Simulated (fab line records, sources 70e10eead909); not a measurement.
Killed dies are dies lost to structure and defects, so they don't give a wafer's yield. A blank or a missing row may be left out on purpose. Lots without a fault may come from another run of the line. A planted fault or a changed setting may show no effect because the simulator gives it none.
Chamber matching | flow nand_harc | NHARC_P_ZERO_WELL_DESCUM_54 on rie_diel-09: 4 sister chambers
The step chemistry O2, time 3 s. 7 wafers are shown with their chamber, then 7 later ones without.

WAFERS WITH THEIR CHAMBER
wafer  | chamber | drypump_motor_current_A (A) | showerhead_plenum_p_Torr (Torr)
L079.4 | 2       | 5.5                         | 1.98
L079.5 | 0       | 5.3                         | 1.95
L084.2 | 0       | 5.3                         | 1.94
L084.3 | 3       | 6.7                         | 2.01
L084.4 | 1       | 5.6                         | 2.02
L093.1 | 3       | 6.6                         | 2.01
L093.3 | 1       | 5.5                         | 2.02

WAFERS WITHOUT THEIR CHAMBER
wafer  | drypump_motor_current_A (A) | showerhead_plenum_p_Torr (Torr)
L093.5 | 6.6                         | 2.01
L094.1 | 5.6                         | 2.01
L094.4 | 5.3                         | 1.93
L094.5 | 5.5                         | 1.96
L095.1 | 6.6                         | 2.00
L095.3 | 5.5                         | 2.01
L095.4 | 5.5                         | 1.96

WHICH CHAMBER EACH WENT THROUGH
wafer  | from the rows above     | in truth
L093.5 | 3                       | 3
L094.1 | 1                       | 1
L094.4 | 0                       | 0
L094.5 | can't be placed: 2 or 0 | 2
L095.1 | 3                       | 3
L095.3 | 1                       | 1
L095.4 | can't be placed: 2 or 0 | 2
Placed correctly: 5 of 7. Can't be placed from these rows: 2 (the true chamber is among the candidates in 2). Placed wrongly: 0.
How it was worked out, from the rows above alone: a wafer's distance from a chamber is the root of the sum, over the readings, of the square of ((its reading less the chamber's mean) divided by the reading's scatter). The wafer belongs to the nearest chamber; if the next one is less than 2 further off, it can't be placed. A chamber's mean is the mean of its shown wafers. The scatter: the root of (the sum of the squares of (reading less its chamber's mean) over the shown wafers, divided by (wafers less chambers)).
